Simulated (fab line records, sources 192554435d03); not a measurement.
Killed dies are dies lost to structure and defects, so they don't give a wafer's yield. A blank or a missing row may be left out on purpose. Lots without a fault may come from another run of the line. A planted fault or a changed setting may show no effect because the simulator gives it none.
Chamber matching | flow n5_finfet | N5_BEOL_M10_DEP_56 on pecvd-02: 3 sister chambers
The step deposits SiCN from 3MS/NH3, target thk 15 nm, time 26.5 s. 18 wafers are shown with their chamber, then 9 later ones without.

WAFERS WITH THEIR CHAMBER
wafer  | chamber | showerhead_plenum_p_Torr (Torr) | chamber_pressure_Torr (Torr) | throttle_valve_pct (%)
L077.1 | 1       | 3.656                           | 2.996                        | 8.7
L077.2 | 0       | 3.657                           | 2.994                        | 8.8
L077.5 | 0       | 3.660                           | 3.005                        | 8.9
L078.1 | 2       | 3.670                           | 3.002                        | 9.0
L078.4 | 2       | 3.682                           | 2.992                        | 9.0
L078.6 | 1       | 3.642                           | 2.998                        | 8.7
L082.1 | 0       | 3.668                           | 2.995                        | 8.6
L082.5 | 1       | 3.644                           | 3.001                        | 8.9
L082.6 | 2       | 3.667                           | 3.000                        | 8.8
L080.1 | 2       | 3.679                           | 3.003                        | 8.6
L080.3 | 0       | 3.657                           | 2.997                        | 8.6
L080.4 | 2       | 3.669                           | 2.999                        | 8.7
L084.1 | 2       | 3.678                           | 2.992                        | 8.4
L084.3 | 1       | 3.653                           | 3.011                        | 8.5
L084.6 | 0       | 3.663                           | 3.007                        | 8.9
L083.1 | 1       | 3.642                           | 3.018                        | 8.6
L083.3 | 0       | 3.673                           | 3.000                        | 9.2
L083.4 | 2       | 3.682                           | 3.004                        | 8.6

SIGNATURES (means of the wafers above)
reading                  | chamber 0 | chamber 1 | chamber 2 | scatter within a chamber
showerhead_plenum_p_Torr | 3.66300   | 3.64740   | 3.67529   | 0.00647
chamber_pressure_Torr    | 2.99967   | 3.00480   | 2.99886   | 0.00655
throttle_valve_pct       | 8.833     | 8.680     | 8.729     | 0.206
Rule: a wafer's distance from a chamber is the root of the sum, over the readings, of the square of ((its reading less the chamber's mean) divided by the reading's scatter). The wafer belongs to the nearest chamber; if the next one is less than 2 further off, it can't be placed. The scatter: the root of (the sum of the squares of (reading less its chamber's mean) over the shown wafers, divided by (wafers less chambers)).

WAFERS WITHOUT THEIR CHAMBER
wafer  | showerhead_plenum_p_Torr (Torr) | chamber_pressure_Torr (Torr) | throttle_valve_pct (%)
L086.3 | 3.651                           | 2.991                        | 8.6
L086.4 | 3.643                           | 2.996                        | 8.8
L086.5 | 3.660                           | 3.003                        | 8.7
L093.2 | 3.634                           | 3.004                        | 8.5
L093.4 | 3.649                           | 2.995                        | 8.5
L093.5 | 3.673                           | 2.983                        | 8.7
L097.4 | 3.669                           | 3.015                        | 8.7
L097.5 | 3.651                           | 2.997                        | 8.6
L097.6 | 3.641                           | 3.001                        | 8.6

WHICH CHAMBER EACH WENT THROUGH
wafer  | from the rows above          | in truth
L086.3 | can't be placed: 1 or 0 or 2 | 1
L086.4 | can't be placed: 1 or 0      | 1
L086.5 | can't be placed: 0 or 1 or 2 | 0
L093.2 | 1                            | 1
L093.4 | can't be placed: 1 or 0      | 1
L093.5 | can't be placed: 2 or 0      | 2
L097.4 | can't be placed: 0 or 2 or 1 | 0
L097.5 | can't be placed: 1 or 0      | 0
L097.6 | 1                            | 1
Placed correctly: 2 of 9. Can't be placed from these rows: 7 (the true chamber is among the candidates in 7). Placed wrongly: 0.
